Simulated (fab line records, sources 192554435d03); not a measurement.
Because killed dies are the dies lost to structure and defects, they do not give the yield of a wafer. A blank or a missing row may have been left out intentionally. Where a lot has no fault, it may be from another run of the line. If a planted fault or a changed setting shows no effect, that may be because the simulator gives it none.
2 desks looking at one fault :: flow n5 finfet :: only its own numbers are on each desk; what lay behind them is given at the end

== FROM THE METROLOGY DESK ==
What the gauges read, lot by lot, whatever tool the lot ran on: means of the sampled wafers that have a number. Any lot whose mean is over 4 standard deviations away from the usual mean is out of limits and marked OUT; that distance is given in the brackets.
Columns: A = M15_OVL at N5_BEOL_M15_OVL_MEAS_29, usual -3 nm; B = cd nm at N5_MIM_TOP_LITHO_CD_MEAS_08, usual 1999.6 nm
lot: L326
first seen here: day 11 15:52
A: -9
B: 1998.8

lot: L328
first seen here: day 12 11:16
A: -2
B: 2000.7

lot: L331
first seen here: day 13 06:13
A: -9
B: 1998.5

lot: L329
first seen here: day 13 08:23
A: -2
B: 1997.9

lot: L330
first seen here: day 13 13:20
A: 5
B: 2000.3

lot: L334
first seen here: day 13 17:19
A: -9
B: 2001.4

lot: L341
first seen here: day 15 03:17
A: -3
B: 1999.5

lot: L343
first seen here: day 15 12:13
A: 5
B: 2000.0

lot: L345
first seen here: day 15 19:13
A: -6
B: 2000.4

lot: L348
first seen here: day 17 09:23
A: 7
B: 1999.1

lot: L349
first seen here: day 17 13:54
A: -5
B: 1999.1

lot: L347
first seen here: day 17 18:13
A: -4
B: 1999.3
This desk found nothing out of limits on any of the 12 lots.

== TOOL OWNER'S DESK, ald hk-01 ==
The tool's own readings at N5_MIM_TOP_ALD_01 (deposits HfO2, target thk 5.6 nm, pulse time 1 s, purge time 3 s): means of the sampled wafers that have a number, for each lot that ran on this tool. Any lot whose mean is over 4 standard deviations away from the usual mean is out of limits and marked OUT; that distance is given in the brackets.
Columns: A = precursor pulse height rel at N5_MIM_TOP_ALD_01, usual 0.999
lot: L326
first seen here: day 11 20:00
A: 0.985

lot: L328
first seen here: day 12 16:00
A: 0.983

lot: L329
first seen here: day 13 16:00
A: 0.997

lot: L334
first seen here: day 13 22:00
A: 0.990

lot: L348
first seen here: day 17 13:00
A: 1.010

lot: L347
first seen here: day 17 23:00
A: 1.020
This desk found nothing out of limits on any of the 6 lots.

== PUT TOGETHER ==
The metrology desk saw nothing out of limits.
The desk of the tool owner found nothing out of limits.

== WHAT THE SIMULATOR HAD INSERTED ==
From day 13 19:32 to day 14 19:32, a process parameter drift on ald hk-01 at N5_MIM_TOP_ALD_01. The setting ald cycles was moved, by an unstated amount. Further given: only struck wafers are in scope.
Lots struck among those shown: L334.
